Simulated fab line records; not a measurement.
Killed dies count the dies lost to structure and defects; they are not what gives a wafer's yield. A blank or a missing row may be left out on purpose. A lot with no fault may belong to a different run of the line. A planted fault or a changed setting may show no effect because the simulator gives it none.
What tool caused it?	flow n5_finfet	25 wafers from 10 lots sampled at 5 of the route's 1938 steps

## WHAT EACH GAUGE READ, for each wafer
N5_BEOL_M4_INSPECT_13: inspects for defects (brightfield). Usual: raw_defect_count 389, standard deviation 98.
lot	measured	on	raw_defect_count	flag
L885	day 7 12:08	defect_inspect-01	559 336	
L886	day 7 14:58	defect_inspect-02	313 378 352	
L887	day 7 20:28	defect_inspect-02	477 366	
L891	day 9 04:57	defect_inspect-01	360 285 288	
L894	day 10 06:30	defect_inspect-01	362 377 476	
L902	day 12 01:31	defect_inspect-02	274 207 280	
L903	day 12 09:37	defect_inspect-01	435 338	
L906	day 13 01:32	defect_inspect-01	307 415	
L907	day 13 05:53	defect_inspect-02	407 542	
L908	day 13 13:40	defect_inspect-02	278 288 322	

N5_BEOL_M4_RC_MEAS_101. Usual: DIBL_N 36.3 mV/V, standard deviation 1.6; DIBL_P 36.2 mV/V, standard deviation 2; IOFF_N 0.160 nA/um, standard deviation 0.028; IOFF_P 0.21 nA/um, standard deviation 0.036; ION_N 677 uA/um, standard deviation 11; ION_P 465 uA/um, standard deviation 6.9; SS_N 71.5 mV/dec, standard deviation 0.55; SS_P 73.3 mV/dec, standard deviation 0.64; VT_N 250 mV, standard deviation 3; VT_P -250 mV, standard deviation 3.5.
lot	measured	on	DIBL_N (mV/V)	DIBL_P (mV/V)	IOFF_N (nA/um)	IOFF_P (nA/um)	ION_N (uA/um)	ION_P (uA/um)	SS_N (mV/dec)	SS_P (mV/dec)	VT_N (mV)	VT_P (mV)	flag
L885	day 7 20:53	prober-01	40.7 39.1	40.5 38.7	0.246 0.186	0.30 0.25	688 671	472 466	71.9 72.2	73.7 74.2	243 247	-246 -248	
L886	day 8 00:02	prober-02	35.3 36.1 36.5	35.1 35.6 36.0	0.145 0.159 0.167	0.20 0.21 0.22	682 679 675	464 471 462	70.8 70.7 70.7	72.4 72.5 72.9	250 248 249	-248 -247 -251	
L887	day 8 04:13	prober-01	32.7 35.3	32.0 35.6	0.112 0.149	0.15 0.19	668 671	454 462	70.4 71.5	72.0 72.9	253 249	-257 -253	
L891	day 9 12:29	prober-01	37.1 37.2 36.6	36.7 35.5 35.7	0.159 0.166 0.150	0.21 0.20 0.19	679 671 683	467 459 461	72.0 72.2 71.2	73.0 72.8 72.2	250 247 249	-252 -250 -250	
L894	day 10 15:08	prober-01	37.8 38.0 37.6	38.9 39.1 38.2	0.187 0.190 0.177	0.29 0.29 0.27	684 688 673	478 479 469	71.4 72.1 71.1	73.6 73.4 73.6	246 248 248	-243 -243 -244	
L902	day 12 12:45	prober-02	34.3 33.1 35.6	35.0 34.0 37.1	0.128 0.112 0.155	0.18 0.17 0.21	662 660 689	465 458 472	71.2 71.3 71.4	72.5 72.6 73.0	253 255 249	-251 -252 -252	
L903	day 12 16:46	prober-01	36.1 34.9	36.7 35.5	0.142 0.133	0.19 0.18	666 673	457 463	71.4 71.2	73.5 72.8	254 252	-251 -251	
L906	day 13 12:34	prober-02	34.3 34.5	34.8 34.4	0.135 0.128	0.20 0.18	665 665	463 462	71.1 70.9	73.0 73.1	251 253	-249 -252	
L907	day 13 18:03	prober-01	36.7 35.5	35.4 34.4	0.172 0.151	0.21 0.20	682 684	463 465	71.5 71.0	73.3 73.7	247 246	-250 -248	
L908	day 13 21:29	prober-02	36.5 35.6 36.0	36.4 35.2 35.8	0.155 0.144 0.139	0.19 0.16 0.17	671 678 670	453 456 452	72.0 71.4 71.6	73.5 73.4 73.5	250 251 249	-254 -257 -253	

## TOOL THAT RAN EACH LOT (tool first, then ch and the chambers of the sampled wafers, then the start)
lot	N5_BEOL_M4_ETCH_70	N5_BEOL_M4_ETCH_41	N5_BEOL_M4_DEGAS_44
L885	rie_diel-03 ch 0,3, day 7 16:29	rie_diel-03 ch 0,3, day 7 17:20 or earlier	pvd_sputter-03, day 7 17:20
L886	rie_diel-03 ch 2,3, day 7 19:25	rie_diel-03 ch 2,3, day 7 20:09 or earlier	pvd_sputter-02, day 7 20:09
L887	rie_diel-06 ch 0,3, day 7 23:26	rie_diel-06 ch 0,3, day 8 00:37 or earlier	pvd_sputter-01, day 8 00:37
L891	rie_diel-06 ch 1,3, day 9 06:47	rie_diel-06 ch 1,3, day 9 07:20 or earlier	pvd_sputter-03, day 9 07:20
L894	rie_diel-03 ch 1,2,3, day 10 10:05	rie_diel-03 ch 1,2,3, day 10 11:11 or earlier	pvd_sputter-02, day 10 11:11
L902	rie_diel-06 ch 0,1,3, day 12 07:50	rie_diel-06 ch 0,1,3, day 12 08:55 or earlier	pvd_sputter-02, day 12 08:55
L903	rie_diel-02 ch 0,3, day 12 12:11	rie_diel-02 ch 0,3, day 12 12:45 or earlier	pvd_sputter-03, day 12 12:45
L906	rie_diel-06 ch 0,3, day 13 08:03	rie_diel-06 ch 0,3, day 13 08:37 or earlier	pvd_sputter-01, day 13 08:37
L907	rie_diel-02 ch 1,2, day 13 12:33	rie_diel-02 ch 1,2, day 13 13:12 or earlier	pvd_sputter-03, day 13 13:12
L908	rie_diel-02 ch 0,2,3, day 13 15:52	rie_diel-02 ch 0,2,3, day 13 16:29 or earlier	pvd_sputter-01, day 13 16:29
- N5_BEOL_M4_ETCH_70: etches SOC in N2/H2, target depth 80 nm, overetch 24 nm, time 130 s.
- N5_BEOL_M4_ETCH_41: etches SiCN in CH3F/O2, target depth 29.9 nm, time 52.5 s.
- N5_BEOL_M4_DEGAS_44: time 60 s.

## AS READ BY THE TOOLS THEMSELVES (means over the sampled wafers that have a number; for cases with no such wafer, the mark the record gives instead)
N5_BEOL_M4_ETCH_70. Usual: value, then standard deviation, for each; drypump_motor_current_A 5.7 A / 0.44; oes_product_au 0.61 a.u. / 0.038; rf_fwd_power_W 836.2 W / 2.8; rf_vpp_V 525.0 V / 2.4; showerhead_plenum_p_Torr 2.58 Torr / 0.087; temp_c 40.01 C / 0.12; throttle_valve_pct 17.74 % / 0.27.
lot	tool	drypump_motor_current_A (A)	oes_product_au (a.u.)	rf_fwd_power_W (W)	rf_vpp_V (V)	showerhead_plenum_p_Torr (Torr)	temp_c (C)	throttle_valve_pct (%)	flag
L885	rie_diel-03	5.9	0.61	835.6	524.1	2.58	39.98	17.94	
L886	rie_diel-03	5.5	0.64	836.7	527.4	2.68	40.08	17.96	
L887	rie_diel-06	6.0	0.62	837.6	527.2	2.70	40.06	17.49	
L891	rie_diel-06	6.0	0.59	838.3	523.9	2.52	40.00	17.62	
L894	rie_diel-03	5.6	0.63	900.2	513.9	2.66	40.04	17.77	OFF
L902	rie_diel-06	6.0	0.58	837.4	526.0	2.59	40.09	17.60	
L903	rie_diel-02	5.7	0.59	834.1	522.9	2.52	39.98	17.84	
L906	rie_diel-06	5.9	0.58	836.0	527.1	2.67	39.88	17.56	
L907	rie_diel-02	5.7	0.66	838.1	523.2	2.53	39.97	17.46	
L908	rie_diel-02	5.7	0.62	836.8	523.2	2.50	39.98	17.75	

N5_BEOL_M4_ETCH_41. Usual: drypump_motor_current_A 5.7 A, standard deviation 0.44; oes_product_au 0.84 a.u., standard deviation 0.056; rf_fwd_power_W 391.3 W, standard deviation 1.6; rf_vpp_V 298.0 V, standard deviation 1.6; showerhead_plenum_p_Torr 2.03 Torr, standard deviation 0.061; throttle_valve_pct 16.21 %, standard deviation 0.25.
lot	tool	drypump_motor_current_A (A)	oes_product_au (a.u.)	rf_fwd_power_W (W)	rf_vpp_V (V)	showerhead_plenum_p_Torr (Torr)	throttle_valve_pct (%)	flag
L885	rie_diel-03	5.8	0.84	391.5	298.1	2.03	16.34	
L886	rie_diel-03	5.6	0.88	389.7	299.5	2.09	16.27	
L887	rie_diel-06	5.9	0.86	391.7	299.6	2.11	15.96	
L891	rie_diel-06	6.0	0.80	392.0	297.6	1.99	16.23	
L894	rie_diel-03	5.6	0.86	391.4	298.7	2.08	16.21	
L902	rie_diel-06	6.0	0.80	394.2	298.4	2.04	16.12	
L903	rie_diel-02	5.7	0.82	390.9	298.3	1.99	16.31	
L906	rie_diel-06	5.9	0.81	392.2	299.1	2.10	16.04	
L907	rie_diel-02	5.7	0.92	390.6	297.8	2.00	15.97	
L908	rie_diel-02	5.7	0.85	390.8	297.2	1.97	16.23	

N5_BEOL_M4_DEGAS_44. Usual: heater_power_w 328 W, standard deviation 34; susceptor_temp_C 250.02 C, standard deviation 0.18.
lot	tool	heater_power_w (W)	susceptor_temp_C (C)	flag
L885	pvd_sputter-03	364	250.18	
L886	pvd_sputter-02	300	250.08	
L887	pvd_sputter-01	336	249.99	
L891	pvd_sputter-03	358	250.10	
L894	pvd_sputter-02	326	249.91	
L902	pvd_sputter-02	309	250.10	
L903	pvd_sputter-03	346	250.06	
L906	pvd_sputter-01	283	249.80	
L907	pvd_sputter-03	358	250.14	
L908	pvd_sputter-01	345	250.12	

## THE ANSWER, worked out from the rows above alone
Rule: a lot counts as off when the mean over its wafers that have a number is more than 3 standard deviations away from the usual mean. Also off: a lot with no number at a reading for which 4 or more lots have one. The other lots that the step has rows for count as sound. First the gauges in route order, then the tools' own readings, where a lot's mean is used as printed above. The first step at which some lot is off is used, and at that step the reading that is off furthest; a lot without a number counts as furthest.
Off at N5_BEOL_M4_ETCH_70 (rf_fwd_power_W): L894.
A tool fits if, at that step or a process step before it, it ran every lot that is off, and no sound lot after the first of them. One fits: N5_BEOL_M4_ETCH_70 on rie_diel-03. A fault onset in the window from L886 (day 7 19:25, its last sound lot) to L894 (day 10 10:05, its first lot off) fits.
The tool's own readings at N5_BEOL_M4_ETCH_70 bear it out: on the lots that are off they differ by more than 5 times the standard deviation of the sound lots' means. rf_fwd_power_W reads 900.2 W there against 836.7 W on the sound lots; rf_vpp_V reads 513.9 V there against 525.0 V on the sound lots.

## WHAT THE SIMULATOR HAD PUT IN
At N5_BEOL_M4_ETCH_70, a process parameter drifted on rie_diel-03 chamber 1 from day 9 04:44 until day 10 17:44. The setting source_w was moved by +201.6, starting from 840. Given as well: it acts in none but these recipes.
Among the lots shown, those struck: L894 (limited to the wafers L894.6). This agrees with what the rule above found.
